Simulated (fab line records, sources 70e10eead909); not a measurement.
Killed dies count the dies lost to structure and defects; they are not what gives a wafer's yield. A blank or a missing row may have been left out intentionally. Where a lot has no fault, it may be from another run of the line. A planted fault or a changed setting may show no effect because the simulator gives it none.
A lot that was struck, set against a sound lot + flow nand-harc + 13 out of 1302 route steps
Sound: these wafers, L601.1, L601.2, L601.4. Wafers L593.2, L593.4, L593.6 were the ones struck. The cause is named last.
At each step with rows: each side's tool, then ch and its chambers, then its first start. Under that, the readings that differ: sound wafers + struck wafers + difference of the means + sigmas: that difference in standard deviations of wafers without a fault.
alike: same words and numbers on both sides, and readings whose means sit less than 2 such deviations apart. not compared: any withheld reading, any reading some wafer has no value for, any bound like >300 that may hide the same value, and any number with overlapping values for which the record gives no deviation.
Wherever a step has rows on one side only, a row that says differs or no value, or a row with sigmas, the two part there. Non-overlapping numbers with no deviation appear without sigmas and do not part them. A reading that every wafer of one side lacks parts them only if that side has two wafers or more.

NHARC_A_BLC_CMP_25: polishes, t overpolish 30 s, target thk 150 nm.
  sound on cmp-01 ch 0,1,3, day 30 06:44; struck on cmp-01 ch 0,1,3, day 27 01:23
  alike: edge-zone-pressure-frac, motor-current-A, overpolish-run-s, time-to-endpoint-s
after that, 1 step had no rows for these wafers: NHARC_A_BLC_SRD_27.
NHARC_A_BLC_INSPECT_28:
  sound on defect-inspect-01, day 30 07:08; struck on defect-inspect-02, day 27 01:46
  alike: raw-defect-count
then, 8 steps without rows for these wafers: NHARC_A_M0_DEP_00 (deposits SiOC, target thk 150 nm); NHARC_A_M0_DEHYDRATE_01 (time 120 s); NHARC_A_M0_HMDS_02 (time 30 s); NHARC_A_M0_COAT_33 (time 65 s); NHARC_A_M0_COAT_03 (resist thk 90 nm); NHARC_A_M0_SOFTBAKE_04 (time 55 s); NHARC_A_M0_EBR_05; NHARC_A_M0_EXPOSE_06 (exposes mask A M0, target cd 80 nm).
NHARC_A_M0_PEB_07: peb time 65 s.
  sound on litho-track-04 ch 0, day 30 07:58; struck on litho-track-01, day 27 02:35
  no value came back on the struck wafers for chill-plate-temp-C (C), exhaust-pa (Pa); on the sound wafers chill-plate-temp-C (C) reads 22.96 22.99 22.87
then, 1 step without rows for these wafers: NHARC_A_M0_DEVELOP_08 (develop time 35 s).

WHERE THEY PART
Only at NHARC_A_M0_PEB_07, as far as this record shows.

WHY: whatever the simulator had introduced
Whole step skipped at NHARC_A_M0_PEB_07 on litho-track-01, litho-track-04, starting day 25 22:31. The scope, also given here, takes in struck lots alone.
